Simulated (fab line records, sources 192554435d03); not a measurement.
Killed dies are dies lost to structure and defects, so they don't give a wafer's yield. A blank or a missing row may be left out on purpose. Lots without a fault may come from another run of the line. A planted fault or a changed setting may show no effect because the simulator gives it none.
Chamber matching | flow n5_finfet | N5_BEOL_M10_CMP_52 on cmp-03: 4 sister chambers
The step polishes, stops on SiCOH lowk, t overpolish 7 s, target thk 140 nm. 18 wafers are shown with their chamber, then 9 later ones without.

WAFERS WITH THEIR CHAMBER
wafer  | chamber | motor_current_A (A) | time_to_endpoint_s (s) | barrier_field_endpoint_s (s)
L075.2 | 2       | 7.2                 | 71                     | 29.3
L075.3 | 0       | 6.8                 | 61                     | 28.6
L075.6 | 2       | 7.3                 | 68                     | 28.7
L076.1 | 3       | 6.4                 | 72                     | 30.4
L076.3 | 1       | 5.0                 | 68                     | 28.3
L076.6 | 2       | 7.1                 | 71                     | 30.9
L086.1 | 0       | 6.6                 | 59                     | 28.3
L086.3 | 1       | 5.2                 | 63                     | 29.0
L086.6 | 0       | 6.3                 | 60                     | 29.3
L087.2 | 0       | 6.3                 | 61                     | 27.8
L087.5 | 2       | 6.9                 | 66                     | 29.5
L087.6 | 1       | 5.2                 | 65                     | 28.8
L088.1 | 1       | 5.2                 | 66                     | 29.1
L088.4 | 0       | 6.6                 | 65                     | 28.3
L088.5 | 3       | 6.1                 | 70                     | 30.7
L089.1 | 0       | 6.4                 | 65                     | 28.7
L089.4 | 1       | 5.0                 | 66                     | 29.8
L089.6 | 2       | 7.3                 | 74                     | 30.7

SIGNATURES (means of the wafers above)
reading                  | chamber 0 | chamber 1 | chamber 2 | chamber 3 | scatter within a chamber
motor_current_A          | 6.500     | 5.120     | 7.160     | 6.250     | 0.17
time_to_endpoint_s       | 61.83     | 65.60     | 70.00     | 71.00     | 2.48
barrier_field_endpoint_s | 28.500    | 29.000    | 29.820    | 30.550    | 0.658
Rule: a wafer's distance from a chamber is the root of the sum, over the readings, of the square of ((its reading less the chamber's mean) divided by the reading's scatter). The wafer belongs to the nearest chamber; if the next one is less than 2 further off, it can't be placed. The scatter: the root of (the sum of the squares of (reading less its chamber's mean) over the shown wafers, divided by (wafers less chambers)).

WAFERS WITHOUT THEIR CHAMBER
wafer  | motor_current_A (A) | time_to_endpoint_s (s) | barrier_field_endpoint_s (s)
L090.3 | 5.2                 | 61                     | 28.2
L090.4 | 6.8                 | 58                     | 27.7
L090.6 | 7.1                 | 65                     | 28.9
L094.2 | 5.1                 | 61                     | 28.4
L094.3 | 7.2                 | 63                     | 28.2
L094.6 | 5.2                 | 59                     | 28.3
L096.4 | 4.9                 | 64                     | 29.1
L096.5 | 6.5                 | 67                     | 29.1
L096.6 | 7.4                 | 67                     | 29.5

WHICH CHAMBER EACH WENT THROUGH
wafer  | from the rows above          | in truth
L090.3 | 1                            | 1
L090.4 | 0                            | 0
L090.6 | can't be placed: 2 or 0      | 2
L094.2 | 1                            | 1
L094.3 | can't be placed: 2 or 0      | 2
L094.6 | 1                            | 1
L096.4 | 1                            | 1
L096.5 | can't be placed: 0 or 3 or 2 | 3
L096.6 | 2                            | 2
Placed correctly: 6 of 9. Can't be placed from these rows: 3 (the true chamber is among the candidates in 3). Placed wrongly: 0.
